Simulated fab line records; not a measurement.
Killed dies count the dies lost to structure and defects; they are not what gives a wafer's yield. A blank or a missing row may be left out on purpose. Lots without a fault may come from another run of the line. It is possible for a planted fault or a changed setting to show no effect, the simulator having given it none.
Chamber matching    flow n5Finfet    rieDiel-05 running N5_BEOL_M10_STRIP_19: 4 sister chambers
The step strips in O2. 14 wafers are shown with their chamber, then 7 later ones without.

## WAFERS WITH THEIR CHAMBER
wafer   chamber  showerheadPlenumPTorr (Torr)  oesProductAu (a.u.)  throttleValvePct (%)
L077.1  3        2.09                          0.69                 16.70
L077.4  1        2.06                          0.92                 16.55
L077.6  1        2.06                          0.92                 16.55
L075.3  0        2.21                          0.84                 16.56
L075.4  2        2.15                          0.68                 16.32
L075.5  2        2.15                          0.69                 16.33
L084.3  2        2.14                          0.68                 16.35
L084.5  1        2.06                          0.92                 16.55
L084.6  0        2.21                          0.82                 16.60
L086.1  0        2.21                          0.82                 16.62
L086.2  2        2.14                          0.68                 16.36
L086.3  3        2.08                          0.68                 16.76
L092.2  1        2.05                          0.86                 16.59
L092.3  3        2.08                          0.98                 16.28

SIGNATURES (means of the wafers above)
reading                chamber 0  chamber 1  chamber 2  chamber 3  scatter within a chamber
showerheadPlenumPTorr  2.2100     2.0575     2.1450     2.0833     0.00492
oesProductAu           0.8267     0.9050     0.6825     0.7833     0.0782
throttleValvePct       16.5933    16.5600    16.3400    16.5800    0.119
Rule: a wafer's distance from a chamber is the root of the sum, over the readings, of the square of ((its reading less the chamber's mean) divided by the reading's scatter). If the next closest chamber is less than 2 further off than the closest, the wafer can't be placed; otherwise it belongs to the closest. The scatter is the square root of a quotient: the sum, over the shown wafers, of each reading's squared deviation from its chamber's mean, divided by wafers minus chambers.

## WAFERS WITHOUT THEIR CHAMBER
wafer   showerheadPlenumPTorr (Torr)  oesProductAu (a.u.)  throttleValvePct (%)
L092.4  2.05                          0.86                 16.62
L094.1  2.08                          0.96                 16.27
L094.2  2.20                          0.79                 16.64
L094.4  2.05                          0.86                 16.61
L093.1  2.05                          0.85                 16.61
L093.2  2.20                          0.80                 16.65
L093.4  2.05                          0.87                 16.60

## EACH ONE'S CHAMBER
wafer   from the rows above      in truth
L092.4  1                        1
L094.1  can't be placed: 3 or 1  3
L094.2  0                        0
L094.4  1                        1
L093.1  1                        1
L093.2  0                        0
L093.4  1                        1
Correct placement for 6 of the 7. From these rows, 1 cannot be placed; in 1 the true chamber is one of the candidates. Placed wrongly: 0.
